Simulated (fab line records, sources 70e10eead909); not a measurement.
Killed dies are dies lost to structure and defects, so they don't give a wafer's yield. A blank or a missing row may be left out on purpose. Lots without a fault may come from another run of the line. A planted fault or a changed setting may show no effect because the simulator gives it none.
Which tool did it? | flow nand_harc | 6 lots, 17 wafers sampled, at 5 steps of a route of 1159

WHAT THE GAUGES READ, wafer by wafer
NHARC_END_SORT_01.
lot  | measured     | on        | killed_at_array
L866 | day 24 05:25 | prober-01 | 20 235 348

WHICH TOOL RAN EACH LOT (tool, then ch and the chambers of the sampled wafers, then the start)
lot  | NHARC_A_CHANNEL_FILL_D1_ETCHBACK_08           | NHARC_A_STAIRCASE_DESCUM_168       | NHARC_A_STAIRCASE_TRIM_12          | NHARC_A_STAIRCASE_TRIM_16
L862 | rie_diel-02 ch 2,3, day 11 16:22 or earlier   | rie_diel-07 ch 0,2, day 11 16:22   | rie_diel-12 ch 0,1,3, day 11 18:16 | rie_diel-12 ch 0,1, no start
L863 | rie_diel-02 ch 0,1,3, day 11 20:44 or earlier | rie_diel-11 ch 1,2,3, day 11 20:44 | rie_diel-12 ch 0,1,2, day 11 23:05 | rie_diel-12 ch 1,2,3, no start
L866 | rie_diel-02 ch 0,1,3, day 12 12:04 or earlier | rie_diel-11 ch 0,1,3, day 12 12:04 | rie_diel-12 ch 0,1, day 12 14:13   | rie_diel-12 ch 2,3, day 24 05:25 or earlier
L865 | rie_diel-02 ch 1,2, day 13 00:07 or earlier   | rie_diel-12 ch 0,3, day 13 00:07   | rie_diel-12 ch 0, day 13 02:11     | rie_diel-12 ch 1,2, no start
L879 | rie_diel-13 ch 0,2,3, day 15 17:53 or earlier | rie_diel-12 ch 0,2,3, day 15 17:53 | rie_diel-12 ch 0,1,2, day 15 19:40 | rie_diel-12 ch 0,1,3, no start
L881 | rie_diel-03 ch 0,2,3, day 17 03:24 or earlier | rie_diel-07 ch 0,1,2, day 17 03:24 | rie_diel-07 ch 0,1, day 17 05:15   | rie_diel-07 ch 0,1,2, no start
- NHARC_A_CHANNEL_FILL_D1_ETCHBACK_08: etches the open film in C4F8, target depth 220 nm, time 110 s.
- NHARC_A_STAIRCASE_DESCUM_168: chemistry O2, time 3 s.
- NHARC_A_STAIRCASE_TRIM_12: chemistry O2, time 211.2 s.
- NHARC_A_STAIRCASE_TRIM_16: chemistry O2, time 211.2 s.

THE ANSWER, worked out from the rows above alone
Rule: what is usual is taken from the lots themselves. Put in order of their means at a reading, lots are off if they are a third of the lots or fewer, leave a main group of 4 or more, and stand apart from it by a gap of 3 or more times the standard deviation of the main group's means; of several such gaps the widest counts. A main group whose means are all the same, to the digits that the tables above print for the reading, isn't used. A lot without any number at a reading at which 4 lots or more have one is off too. The other lots that the step has rows for count as sound.
No lot is off at any reading shown: from this, nothing can be told.

WHAT THE SIMULATOR HAD PUT IN
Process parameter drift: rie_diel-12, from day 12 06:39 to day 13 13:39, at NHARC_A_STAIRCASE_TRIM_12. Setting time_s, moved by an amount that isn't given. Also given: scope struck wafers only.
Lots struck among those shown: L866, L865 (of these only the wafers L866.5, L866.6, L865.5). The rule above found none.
